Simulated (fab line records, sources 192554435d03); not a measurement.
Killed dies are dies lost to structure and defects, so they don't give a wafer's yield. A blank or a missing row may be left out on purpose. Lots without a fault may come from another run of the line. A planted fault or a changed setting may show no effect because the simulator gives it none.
fab line records | flow n5_finfet | part 1 of 2: steps 1 to 18 of 28
record lots=5 wafers=15 last_day=18
route steps=1938 shown MOL_CONTACT_COAG@531
lots that met no fault: from a run of the same line without faults
start_h: hours from the record's first day to the start of the lot's first wafer shown | wait_h: hours since the lot's step before | " the same as in the row above | L1.1+2: a row that stands for several wafers | - no value, or no start given | * or withheld: withheld | < > ~ a bound
route shown NAME@n: a module of which the file shows steps, and the number in the route of the first | usual: mean/standard deviation of fault-free wafers | same: alike in all rows | chamber/n: place in a boat | sites: the reading at each site | _std_site: their standard deviation | _edge_site: outer sites' mean less inner sites' | radius_mm: how far each site lies from the wafer's centre | mask NAME#n: copy n | behind: the tool/chamber that last shaped the wafer | hold: why the lot was held/for how many hours/how that ended | device: the transistor (n, p or np) that didn't switch | end of line: the same wafers' tests at the end of the route | a step without rows: its recipe alone | killed: dies lost to structure and defects at the first sort, not the wafer's yield | map: a wafer's dies, x killed, . not, _ none there
set.NAME: the setting as run; set.NAME@STEP: as run at that earlier step | model.NAME: the simulator's own value behind a step, which no gauge read
lots at some steps of the route; a table a step, a row a wafer
services: from which hour (start_h, from the record's first day; less than 0 if before it) a tool's chamber was out of use, for how many hours, and why
## steps
# step N5_MOL_CONTACT_COAG_ETCH_105
# recipe chemistry=CF4 target=SiARC target_depth_a=156 mask_material=CAR-EUV time_s=26 ion_energy_ev=80 pressure_mtorr=40 source_w=545 bias_w=36 Ar_flow_sccm=100 cf4_flow_sccm=100 ends=cleared
# usual drypump_motor_current_A=5.7/0.45 etch_rf_on_time_s=26.0/0.45 oes_product_au=0.69/0.059 rf_vpp_V=183.8/1.1 showerhead_plenum_p_Torr=2.13/0.063 throttle_valve_pct=15.57/0.14
# columns lot.wafer tool chamber start_h wait_h drypump_motor_current_A etch_rf_on_time_s oes_product_au rf_hours_counter_h rf_vpp_V showerhead_plenum_p_Torr throttle_valve_pct
L076.1 rie_diel-01 3 100.36 0.0 6.2 26.9 0.68 81 183.4 2.08 15.45
L076.2 " 0 " " 6.2 25.5 0.76 28 182.7 2.11 15.56
L076.4 " 1 " " 5.0 26.2 0.59 235 182.6 2.02 15.82
L082.1 rie_diel-02 1 137.77 0.0 6.1 26.0 0.66 127 182.8 2.07 15.71
L082.2 " 3 " " 5.9 26.1 0.67 120 185.7 2.24 15.28
L082.3 " 2 " " 5.7 25.2 0.78 33 183.3 2.10 15.64
L089.1 rie_diel-02 1 181.07 0.0 6.1 26.1 0.65 142 183.3 2.06 15.72
L089.2 " 3 " " 5.9 26.1 0.65 136 186.6 2.23 15.30
L089.5 " 3 " " 5.9 26.0 0.65 - 185.2 2.23 15.31
L094.1 rie_diel-04 0 208.45 0.0 6.1 25.7 0.73 49 182.3 2.11 15.60
L094.2 " 2 " " 4.7 26.4 0.73 53 185.5 2.17 15.34
L094.6 " 2 " " 4.7 26.0 0.74 - 184.4 2.17 15.35
L096.1 rie_diel-01 2 222.31 0.0 5.7 26.1 0.64 143 185.3 2.14 15.63
L096.3 " 1 " " 5.0 25.3 0.78 13 184.7 2.26 15.41
L096.5 " 3 " " 6.2 26.3 0.65 - 183.6 2.06 15.54
# step N5_MOL_CONTACT_COAG_ETCH_106
# recipe chemistry=N2/H2 target=SOC target_depth_a=800 overetch_a=160 mask_material=SiARC temp_c=40 time_s=120 ion_energy_ev=200 pressure_mtorr=30 source_w=840 bias_w=150 n2_flow_sccm=200 h2_flow_sccm=200
# usual drypump_motor_current_A=5.7/0.45 oes_product_au=0.72/0.058 rf_vpp_V=523.3/2.5 showerhead_plenum_p_Torr=2.52/0.083 throttle_valve_pct=17.79/0.21
# columns lot.wafer tool chamber start_h wait_h drypump_motor_current_A oes_product_au rf_hours_counter_h rf_vpp_V showerhead_plenum_p_Torr throttle_valve_pct
L076.1 rie_diel-01 3 100.39 0.0 6.2 0.73 81 522.0 2.47 17.67
L076.2 " 0 " " 6.3 0.79 28 524.0 2.47 17.61
L076.4 " 1 " " 5.0 0.62 235 520.6 2.39 17.99
L082.1 rie_diel-02 1 137.80 0.0 6.2 0.69 127 522.7 2.43 17.72
L082.2 " 3 " " 5.9 0.70 120 527.1 2.67 17.50
L082.3 " 2 " " 5.7 0.80 33 521.7 2.50 18.15
L089.1 rie_diel-02 1 181.10 0.0 6.2 0.68 142 519.5 2.42 17.75
L089.2 " 3 " " 5.9 0.68 136 528.3 2.66 17.53
L089.5 " 3 " " 5.9 0.68 - 528.1 2.66 17.53
L094.1 rie_diel-04 0 208.48 0.0 6.1 0.76 49 521.8 2.47 17.67
L094.2 " 2 " " 4.7 0.77 53 525.1 2.58 17.55
L094.6 " 2 " " 4.7 0.78 - 524.8 2.58 17.52
L096.1 rie_diel-01 2 222.34 0.0 5.6 0.67 143 524.9 2.56 17.98
L096.3 " 1 " " 5.1 0.81 13 528.6 2.70 17.64
L096.5 " 3 " " 6.2 0.68 - 520.2 2.45 17.75
# step N5_MOL_CONTACT_COAG_STRIP_107
# recipe chemistry=N2/H2 temp_c=40 n2_flow_sccm=200 h2_flow_sccm=200 rf_frequency_hz=6e+07
# columns lot.wafer tool chamber start_h wait_h
L076.1+2+4 rie_diel-01 3,0,1 100.47 0.0
L082.1+2+3 rie_diel-02 1,3,2 137.88 0.0
L089.1+2+5 rie_diel-02 1,3,3 181.18 0.0
L094.1+2+6 rie_diel-04 0,2,2 208.56 0.0
L096.1+3+5 rie_diel-01 2,1,3 222.42 0.0
# step N5_MOL_CONTACT_COAG_STRIP_108
# recipe chemistry=N2/H2 temp_c=40 n2_flow_sccm=200 h2_flow_sccm=200 rf_frequency_hz=6e+07
# columns lot.wafer tool chamber start_h wait_h
L076.1+2+4 rie_diel-01 3,0,1 100.48 0.0
L082.1+2+3 rie_diel-02 1,3,2 137.89 0.0
L089.1+2+5 rie_diel-02 1,3,3 181.19 0.0
L094.1+2+6 rie_diel-04 0,2,2 208.57 0.0
L096.1+3+5 rie_diel-01 2,1,3 222.43 0.0
# step N5_MOL_CONTACT_COAG_CONTACT_ETCH_14
# recipe chemistry=C4F6/O2 target=SiO2 target_depth_a=275 overetch_a=85 mask_material=SOC pressure_mtorr=30 source_w=370 bias_w=185 Ar_flow_sccm=300 C4F6_flow_sccm=16 O2_flow_sccm=10 time_s=20 ion_energy_ev=259.6
# usual drypump_motor_current_A=5.7/0.45 oes_product_au=0.69/0.055 rf_vpp_V=692/3.1 showerhead_plenum_p_Torr=2.86/0.087 throttle_valve_pct=21.26/0.14
# columns lot.wafer tool chamber start_h wait_h drypump_motor_current_A oes_product_au rf_hours_counter_h rf_vpp_V showerhead_plenum_p_Torr throttle_valve_pct
L076.1 rie_diel-01 3 100.49 0.0 6.2 0.68 81 689 2.81 21.20
L076.2 " 0 " " 6.3 0.75 28 691 2.82 21.21
L076.4 " 1 " " 5.0 0.59 235 689 2.73 21.46
L082.1 rie_diel-02 1 137.90 0.0 6.1 0.65 127 689 2.78 21.35
L082.2 " 3 " " 5.9 0.66 120 695 3.02 20.97
L082.3 " 2 " " 5.7 0.76 33 691 2.83 21.47
L089.1 rie_diel-02 1 181.20 0.0 6.2 0.65 142 689 2.77 21.39
L089.2 " 3 " " 5.9 0.65 136 697 3.01 21.00
L089.5 " 3 " " 5.9 0.65 - 698 3.01 20.98
L094.1 rie_diel-04 0 208.58 0.0 6.2 0.72 49 690 2.83 21.32
L094.2 " 2 " " 4.8 0.74 53 694 2.91 21.00
L094.6 " 2 " " 4.8 0.74 - 695 2.92 21.00
L096.1 rie_diel-01 2 222.44 0.0 5.6 0.64 143 693 2.88 21.26
L096.3 " 1 " " 5.0 0.77 13 700 3.05 21.17
L096.5 " 3 " " 6.2 0.65 - 689 2.79 21.27
# step N5_MOL_CONTACT_COAG_STRIP_109
# recipe chemistry=C4F6/O2 resist=SiARC rf_frequency_hz=6e+07
# columns lot.wafer tool chamber start_h wait_h
L076.1+2+4 rie_diel-01 3,0,1 100.52 0.0
L082.1+2+3 rie_diel-02 1,3,2 137.93 0.0
L089.1+2+5 rie_diel-02 1,3,3 181.23 0.0
L094.1+2+6 rie_diel-04 0,2,2 208.61 0.0
L096.1+3+5 rie_diel-01 2,1,3 222.46 0.0
# step N5_MOL_CONTACT_COAG_ETCH_15
# recipe chemistry=CH3F/O2 target=SiNx target_depth_a=70 mask_material=SOC stop_on=Si:P over_etch_frac=0.75 ion_energy_ev=120 pressure_mtorr=30 source_w=395 bias_w=73 Ar_flow_sccm=150 CH3F_flow_sccm=30 O2_flow_sccm=20
# usual drypump_motor_current_A=5.7/0.45 oes_product_au=0.59/0.048 rf_vpp_V=297/6.2 showerhead_plenum_p_Torr=1.99/0.064 throttle_valve_pct=16.30/0.13
# columns lot.wafer tool chamber start_h wait_h drypump_motor_current_A oes_product_au rf_hours_counter_h rf_vpp_V showerhead_plenum_p_Torr throttle_valve_pct
L076.1 rie_diel-01 3 100.53 0.0 6.2 0.60 81 302 1.95 16.24
L076.2 " 0 " " 6.2 0.65 28 289 1.96 16.24
L076.4 " 1 " " 5.1 0.51 235 294 1.89 16.57
L082.1 rie_diel-02 1 137.94 0.0 6.1 0.56 127 293 1.93 16.42
L082.2 " 3 " " 5.9 0.57 120 304 2.10 16.03
L082.3 " 2 " " 5.7 0.65 33 287 1.96 16.37
L089.1 rie_diel-02 1 181.24 0.0 6.2 0.56 142 293 1.92 16.46
L089.2 " 3 " " 5.9 0.55 136 305 2.10 16.07
L089.5 " 3 " " 5.9 0.56 - 304 2.10 16.07
L094.1 rie_diel-04 0 208.62 0.0 6.1 0.62 49 298 1.96 16.28
L094.2 " 2 " " 4.7 0.64 53 300 2.03 16.05
L094.6 " 2 " " 4.7 0.64 - 302 2.03 16.06
L096.1 rie_diel-01 2 222.47 0.0 5.7 0.56 143 304 2.00 16.34
L096.3 " 1 " " 5.0 0.66 13 301 2.13 16.17
L096.5 " 3 " " 6.1 0.56 - 303 1.93 16.33
# step N5_MOL_CONTACT_COAG_ETCH_110
# recipe chemistry=CF4/O2 target=Si target_depth_a=25 time_s=8 pressure_mtorr=100 source_w=200 bias_w=12 ion_energy_ev=60 Ar_flow_sccm=100 cf4_flow_sccm=100 O2_flow_sccm=10
# usual drypump_motor_current_A=5.7/0.46 oes_product_au=0.81/0.071 rf_vpp_V=128/3.1 showerhead_plenum_p_Torr=2.21/0.064 throttle_valve_pct=10.68/0.16
# columns lot.wafer tool chamber start_h wait_h drypump_motor_current_A oes_product_au rf_hours_counter_h rf_vpp_V showerhead_plenum_p_Torr throttle_valve_pct
L076.1 rie_diel-01 3 100.59 0.0 6.2 0.80 81 132 2.16 10.59
L076.2 " 0 " " 6.2 0.90 28 123 2.19 10.58
L076.4 " 1 " " 5.1 0.69 235 126 2.10 11.09
L082.1 rie_diel-02 1 138.00 0.0 6.1 0.77 127 126 2.15 10.82
L082.2 " 3 " " 5.9 0.78 120 131 2.33 10.47
L082.3 " 2 " " 5.7 0.91 33 122 2.18 10.64
L089.1 rie_diel-02 1 181.30 0.0 6.1 0.76 142 125 2.14 10.87
L089.2 " 3 " " 5.9 0.76 136 131 2.32 10.52
L089.5 " 3 " " 5.9 0.76 - 131 2.32 10.51
L094.1 rie_diel-04 0 208.68 0.0 6.1 0.85 49 128 2.19 10.62
L094.2 " 2 " " 4.7 0.86 53 128 2.25 10.44
L094.6 " 2 " " 4.7 0.87 - 130 2.25 10.45
L096.1 rie_diel-01 2 222.53 0.0 5.6 0.75 143 130 2.23 10.78
L096.3 " 1 " " 5.0 0.91 13 128 2.35 10.43
L096.5 " 3 " " 6.2 0.76 - 131 2.15 10.72
# step N5_MOL_CONTACT_COAG_STRIP_98
# recipe chemistry=N2/H2 power_w=500 temp_c=40 pressure_mtorr=50 rf_frequency_hz=6e+07 overash_fraction=0.3 bias_power_w=8 h2_frac=0.5 n2_flow_sccm=300 h2_flow_sccm=300
# usual drypump_motor_current_A=5.7/0.45 oes_product_au=0.81/0.069 rf_vpp_V=54.1/1.6 showerhead_plenum_p_Torr=3.33/0.1 throttle_valve_pct=18.9/0.47
# columns lot.wafer tool chamber start_h wait_h drypump_motor_current_A oes_product_au rf_hours_counter_h rf_vpp_V showerhead_plenum_p_Torr throttle_valve_pct
L076.1 rie_diel-01 3 100.64 0.0 6.2 0.82 81 53.8 3.26 18.6
L076.2 " 0 " " 6.3 0.88 28 53.5 3.27 18.6
L076.4 " 1 " " 5.1 0.70 235 53.9 3.17 19.0
L082.1 rie_diel-02 1 138.05 0.0 6.2 0.78 127 52.8 3.22 18.6
L082.2 " 3 " " 5.9 0.77 120 55.3 3.52 18.5
L082.3 " 2 " " 5.7 0.90 33 53.4 3.31 19.9
L089.1 rie_diel-02 1 181.35 0.0 6.2 0.77 142 50.1 3.21 18.6
L089.2 " 3 " " 5.9 0.75 136 56.0 3.51 18.5
L089.5 " 3 " " 5.9 0.76 - 53.7 3.51 18.6
L094.1 rie_diel-04 0 208.73 0.0 6.1 0.86 49 53.5 3.27 18.7
L094.2 " 2 " " 4.8 0.85 53 51.4 3.41 18.4
L094.6 " 2 " " 4.7 0.87 - 55.0 3.41 18.5
L096.1 rie_diel-01 2 222.58 0.0 5.7 0.76 143 56.2 3.38 19.4
L096.3 " 1 " " 5.1 0.90 13 52.4 3.56 18.6
L096.5 " 3 " " 6.2 0.77 - 54.0 3.24 18.7
# step N5_MOL_CONTACT_COAG_CD_MEAS_99
# recipe target_cd_nm=17.2 polarity=opening
# usual cd_nm=17.3/0.39
# columns lot.wafer tool chamber start_h wait_h cd_nm
L076.1 cd_sem-01 - 100.70 - 17.4
L076.2 " - " " 17.6
L076.4 " - " " 17.3
L082.1 cd_sem-01 - 138.11 - 17.0
L082.2 " - " " 16.8
L082.3 " - " " 17.7
L089.1 cd_sem-02 - 181.42 - 17.2
L089.2 " - " " 17.2
L089.5 " - " " 17.4
L094.1 cd_sem-01 - 208.80 - 16.3
L094.2 " - " " 17.1
L094.6 " - " " 17.5
L096.1 cd_sem-01 - 222.65 - 16.9
L096.3 " - " " 17.4
L096.5 " - " " 17.4
# step N5_MOL_CONTACT_COAG_IMPLANT_129
# recipe species=Ge energy_kev=3 dose_cm2=6e+14 tilt_deg=0 rotation_deg=0
# usual dose_ions_cm2=6e+14/6.1e+11 end_station_pressure_torr=5.89e-06/2.8e-07
# columns lot.wafer tool chamber start_h wait_h dose_ions_cm2 end_station_pressure_torr
L076.1 implanter-01 0 100.74 0.0 5.998e+14 6.21e-06
L076.2 " 0 " " 5.993e+14 5.03e-06
L076.4 " 0 " " 6.008e+14 6.17e-06
L082.1 implanter-01 0 138.15 0.0 6.006e+14 5.65e-06
L082.2 " 0 " " 6e+14 5.89e-06
L082.3 " 0 " " 6.004e+14 6.12e-06
L089.1 implanter-01 0 181.45 0.0 5.999e+14 5.44e-06
L089.2 " 0 " " 6.008e+14 6.26e-06
L089.5 " 0 " " 6.001e+14 6.13e-06
L094.1 implanter-02 0 208.83 0.0 6e+14 5.9e-06
L094.2 " 0 " " 6.007e+14 6.22e-06
L094.6 " 0 " " 6e+14 5.73e-06
L096.1 implanter-01 0 222.68 0.0 5.995e+14 5.63e-06
L096.3 " 0 " " 5.996e+14 6.34e-06
L096.5 " 0 " " 6e+14 6.13e-06
# step N5_MOL_CONTACT_COAG_PRECLEAN_111
# recipe chemistry=NF3:NH3 afs_cycles=1 temp_c=30 time_s=20 sublimation_temp_c=180 sublimation_time_s=60 pressure_torr=3 rf_power_w=30
# columns lot.wafer tool chamber start_h wait_h
L076.1+2+4 remote_plasma-01 0 101.39 0.6
L082.1+2+3 remote_plasma-01 1 139.11 0.9
L089.1+2+5 remote_plasma-01 0 181.74 0.3
L094.1+2+6 remote_plasma-01 1 209.53 0.7
L096.1+3+5 remote_plasma-02 1 223.60 0.9
# step N5_MOL_CONTACT_COAG_TI_SIL_19
# recipe material=Ti target_thk_a=42 temp_c=200 chamber_pressure_pa=5 power_w=5000 time_s=15
# usual throttle_valve_pct=30.0/0.99
# columns lot.wafer tool chamber start_h wait_h throttle_valve_pct
L076.1 pvd_sputter-01 - 103.32 1.9 30.0
L076.2 " - " " 30.6
L076.4 " - " " 28.9
L082.1 pvd_sputter-02 - 139.32 0.2 31.6
L082.2 " - " " 30.9
L082.3 " - " " 29.3
L089.1 pvd_sputter-02 - 182.20 0.4 30.1
L089.2 " - " " 29.2
L089.5 " - " " 31.3
L094.1 pvd_sputter-01 - 209.79 0.2 31.1
L094.2 " - " " 29.9
L094.6 " - " " 29.9
L096.1 pvd_sputter-01 - 223.82 0.2 29.1
L096.3 " - " " 30.0
L096.5 " - " " 31.3
# step N5_MOL_CONTACT_COAG_ALD_20
# recipe material=TiN target_thk_a=15 temp_c=400 ald_precursor_family=TiCl4 ald_co_reactant=NH3 pulse_time_s=1 purge_time_s=3 co_reactant_purge_time_s=2 co_reactant_pulse_time_s=2 ald_cycles=68 pressure_torr=3
# usual heater_power_w=868/81 precursor_pulse_height_rel=0.999/0.022
# same co_reactant_pulse_time_s=2 purge_time_s=3
# columns lot.wafer tool chamber start_h wait_h heater_power_w precursor_pulse_height_rel
L076.1 ald_metal-01 0 103.44 0.1 987 1.000
L076.2 " 1 " " 814 0.986
L076.4 " 2 " " 780 1.000
L082.1 ald_metal-02 1 139.44 0.1 804 1.013
L082.2 " 0 " " 1039 1.017
L082.3 " 3 " " 914 0.957
L089.1 ald_metal-01 0 182.32 0.1 980 0.984
L089.2 " 3 " " 933 1.005
L089.5 " 0 " " 959 0.986
L094.1 ald_metal-02 3 209.91 0.1 878 1.011
L094.2 " 1 " " 783 0.966
L094.6 " 2 " " 770 1.016
L096.1 ald_metal-01 1 223.94 0.1 827 0.987
L096.3 " 2 " " 779 1.005
L096.5 " 3 " " 924 0.981
# step N5_MOL_CONTACT_COAG_SIL_ANNEAL_21
# recipe temp_c=550 time_s=60 ambient=N2
# usual lamp_power_pct=6.201/0.022 lamp_zone_2_pct=6.201/0.021 lamp_zone_7_pct=6.518/0.023 wafer_temp_C_max=552.0/0.52
# columns lot.wafer tool chamber start_h wait_h lamp_power_pct lamp_zone_2_pct lamp_zone_7_pct wafer_temp_C_max
L076.1 rtp_anneal-02 0 103.82 0.2 6.191 6.178 6.502 552.0
L076.2 " 0 " " 6.186 6.176 6.494 552.0
L076.4 " 0 " " 6.183 6.190 6.498 552.4
L082.1 rtp_anneal-02 0 140.03 0.4 6.178 6.182 6.503 552.3
L082.2 " 0 " " 6.185 6.176 6.489 552.5
L082.3 " 0 " " 6.184 6.172 6.500 551.8
L089.1 rtp_anneal-01 0 182.73 0.2 6.229 6.230 6.546 552.1
L089.2 " 0 " " 6.221 6.227 6.543 551.9
L089.5 " 0 " " 6.222 6.231 6.546 551.9
L094.1 rtp_anneal-02 0 210.29 0.2 6.181 6.187 6.505 551.3
L094.2 " 0 " " 6.179 6.191 6.491 551.7
L094.6 " 0 " " 6.177 6.176 6.485 551.9
L096.1 rtp_anneal-02 0 224.32 0.2 6.185 6.187 6.509 551.2
L096.3 " 0 " " 6.182 6.189 6.507 551.8
L096.5 " 0 " " 6.179 6.183 6.508 552.2
# step N5_MOL_CONTACT_COAG_PRE_CLEAN_141
# recipe gas=H2/He time_s=60 temp_c=300
# usual heater_power_w=457/40
# columns lot.wafer tool chamber start_h wait_h heater_power_w
L076.1 pvd_sputter-02 - 104.63 0.8 486
L076.2 " - " " 397
L076.4 " - " " 457
L082.1 pvd_sputter-02 - 140.25 0.2 426
L082.2 " - " " 462
L082.3 " - " " 479
L089.1 pvd_sputter-01 - 183.18 0.4 500
L089.2 " - " " 433
L089.5 " - " " 464
L094.1 pvd_sputter-03 - 213.32 3.0 493
L094.2 " - " " 427
L094.6 " - " " 565
L096.1 pvd_sputter-01 - 225.14 0.8 417
L096.3 " - " " 504
L096.5 " - " " 438
# step N5_MOL_CONTACT_COAG_SPUTTER_143
# recipe material=Co target_thk_a=25 temp_c=25 chamber_pressure_pa=0.2
# usual throttle_valve_pct=30.2/0.95
# columns lot.wafer tool chamber start_h wait_h throttle_valve_pct
L076.1 pvd_sputter-02 - 104.69 0.0 30.7
L076.2 " - " " 30.1
L076.4 " - " " 29.4
L082.1 pvd_sputter-02 - 140.31 0.0 31.7
L082.2 " - " " 29.5
L082.3 " - " " 30.7
L089.1 pvd_sputter-01 - 183.24 0.0 31.4
L089.2 " - " " 29.2
L089.5 " - " " 29.8
L094.1 pvd_sputter-03 - 213.38 0.0 29.4
L094.2 " - " " 30.3
L094.6 " - " " 29.4
L096.1 pvd_sputter-01 - 225.20 0.0 30.4
L096.3 " - " " 31.2
L096.5 " - " " 28.7
# step N5_MOL_CONTACT_COAG_CO_FILL_22
# recipe material=Co target_thk_a=200 temp_c=200 precursor=CCTBA/H2 pressure_torr=30
# usual heater_power_w=227/10
# columns lot.wafer tool chamber start_h wait_h heater_power_w
L076.1 cvd_co-02 2 104.81 0.1 240
L076.2 " 1 " " 229
L076.4 " 2 " " 240
L082.1 cvd_co-01 1 140.44 0.1 208
L082.2 " 0 " " 237
L082.3 " 2 " " 231
L089.1 cvd_co-01 2 183.36 0.1 217
L089.2 " 0 " " 232
L089.5 " 0 " " 227
L094.1 cvd_co-02 0 213.50 0.1 215
L094.2 " 2 " " 239
L094.6 " 1 " " 235
L096.1 cvd_co-02 0 225.32 0.1 218
L096.3 " 1 " " 229
L096.5 " 0 " " 223
